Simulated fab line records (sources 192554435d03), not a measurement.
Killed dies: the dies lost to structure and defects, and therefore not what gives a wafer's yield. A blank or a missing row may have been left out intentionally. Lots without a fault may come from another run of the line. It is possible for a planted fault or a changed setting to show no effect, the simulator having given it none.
Struck lot and sound lot, side by side / flow n5Finfet / 37 steps out of a route of 1938
Sound: wafers L484.3, L484.4, L484.6. Struck: wafer L490.3 (L490.2, L490.4, from the same lot, were not struck and are left out); the cause is given at the end.
Per side, at each step with rows, come the tool, then ch with its chambers, and then its first start. Under that, the readings that differ: sound wafers / struck wafers / difference of the means / sigmas: that difference in standard deviations of wafers without a fault.
alike: readings whose means differ by less than 2 such deviations, and words and numbers that are the same on both sides. not compared: withheld readings, readings that some wafer has no value for, bounds like >300 that may hide the same value, and numbers for which the record gives no deviation and whose values overlap.
The two part at a step that has a row with sigmas, a row that says differs or no value, or rows on one side only. Numbers that don't overlap but have no deviation are shown without sigmas and don't part them. A reading that every wafer of one side lacks parts them only if that side has two wafers or more.

first, 9 steps without rows for these wafers: N5_MOL_CONTACT_COAG_COAT_34 (resist thk 40 nm); N5_MOL_CONTACT_COAG_EBR_36; N5_MOL_CONTACT_COAG_SOFTBAKE_35 (time 60 s); N5_MOL_CONTACT_COAG_EXPOSE_37 (exposes mask VD, defocus 0 nm); N5_MOL_CONTACT_COAG_PEB_38 (peb time 60 s); N5_MOL_CONTACT_COAG_DEVELOP_39 (develop time 30 s); N5_MOL_CONTACT_COAG_DESCUM_45 (chemistry O2, time 7 s); N5_MOL_CONTACT_COAG_ETCH_65 (etches underlayer in N2/H2, target depth 13 nm, time 10.4 s); N5_MOL_CONTACT_COAG_ETCH_66 (etches SiARC in CF4, target depth 13 nm, time 21.7 s).
N5_MOL_CONTACT_COAG_ALD_133: deposits SiO2, target thk 5 nm, pulse time 1 s, co reactant pulse time 1 s.
  sound on aldSin-02 ch 0,2, day 8 02:15; struck on aldSin-02 ch 1, day 9 10:14
reading=aldCycles; sound=35 35 35; struck=47; difference=+12; sigmas=
reading=model.SiO2_of_MOL_CONTACT_COAG_ALD_133.thkNm (nm); sound=5 5 5; struck=6.8; difference=+1.8; sigmas=
  alike: heaterPowerW, precursorPulseHeightRel
then, 25 steps without rows for these wafers: N5_MOL_CONTACT_COAG_ETCHBACK_134 (etches SiO2 in CHF3, target depth 10 nm, time 6.7 s); N5_MOL_CONTACT_COAG_ETCH_67 (etches SOC in N2/H2, target depth 60 nm, overetch 21 nm, time 101.2 s); N5_MOL_CONTACT_COAG_STRIP_68 (strips in N2/H2); N5_MOL_CONTACT_COAG_STRIP_69 (strips in N2/H2); N5_MOL_CONTACT_COAG_ETCHBACK_136 (etches SiO2 in CHF3, target depth 25 nm, time 16.7 s); N5_MOL_CONTACT_COAG_STRIP_120 (strips in CHF3); N5_MOL_CONTACT_COAG_VIA_ETCH_117 (etches SiO2 in C4F6/O2, target depth 40 nm, overetch 8 nm, time 26 s); N5_MOL_CONTACT_COAG_ETCH_124 (etches SiNx in CH3F/O2, stops on SiOC, target depth 6.5 nm); N5_MOL_CONTACT_COAG_ETCH_48 (etches SiOC in C4F6/O2, target depth 15 nm, overetch 4.5 nm, time 17 s); N5_MOL_CONTACT_COAG_STRIP_72 (strips in N2/H2); N5_MOL_CONTACT_COAG_STRIP_49 (strips in N2/H2, time 30 s); N5_MOL_CONTACT_COAG_PRECLEAN_138 (cleans in alkaline clean, time 60 s); N5_MOL_CONTACT_COAG_SRD_139 (time 30 s); N5_MOL_CONTACT_COAG_PRE_CLEAN_121; N5_MOL_CONTACT_COAG_CVD_140 (deposits W, target thk 66.5 nm, time 215 s); N5_MOL_CONTACT_COAG_PRECLEAN_127 (cleans in DIW, time 57.5 s); N5_MOL_CONTACT_COAG_SRD_128 (dry time 32 s); N5_MOL_CONTACT_COAG_CMP_52 (polishes, stops on SiO2, t overpolish 1.5 s, target thk 66.5 nm); N5_MOL_CONTACT_COAG_ANNEAL_112 (time 1800 s); N5_BEOL_M0_SAQP_PECVD_00 (deposits SiCN from 3MS/NH3, target thk 8 nm, time 14 s); N5_BEOL_M0_SAQP_ILD_DEP_01 (deposits SiOC from DEMS/O2, target thk 45.419 nm, time 8.7 s); N5_BEOL_M0_SAQP_HM_DEP_02 (deposits TiN, target thk 12 nm); N5_BEOL_M0_SAQP_PECVD_03 (deposits SiCN from 3MS/NH3, target thk 12 nm, time 21.1 s); N5_BEOL_M0_SAQP_PECVD_96 (deposits a-Si from SiH4/He, target thk 45 nm, time 45.2 s); N5_BEOL_M0_SAQP_PECVD_97 (deposits SiNx from SiH4/NH3/N2, target thk 23 nm, time 19.9 s).
N5_BEOL_M4_RC_MEAS_101:
  the record has rows for the sound wafers here (prober-02 ch 0, day 11 02:20) and none for the struck ones
-- record jumps: 8 days separate the struck wafers' starts on either side; left off in module BEOL_M4, taken up again in module PASSIVATION, whose first shown step is the route's number 1936 --
N5_PASSIVATION_PROBE_49:
  record: rows for the struck wafers here (prober-02, day 17 11:16), none for the sound ones

WHERE THEY PART
Earliest at N5_BEOL_M4_RC_MEAS_101; latest, in this record, at N5_PASSIVATION_PROBE_49.

WHY: whatever the simulator had introduced
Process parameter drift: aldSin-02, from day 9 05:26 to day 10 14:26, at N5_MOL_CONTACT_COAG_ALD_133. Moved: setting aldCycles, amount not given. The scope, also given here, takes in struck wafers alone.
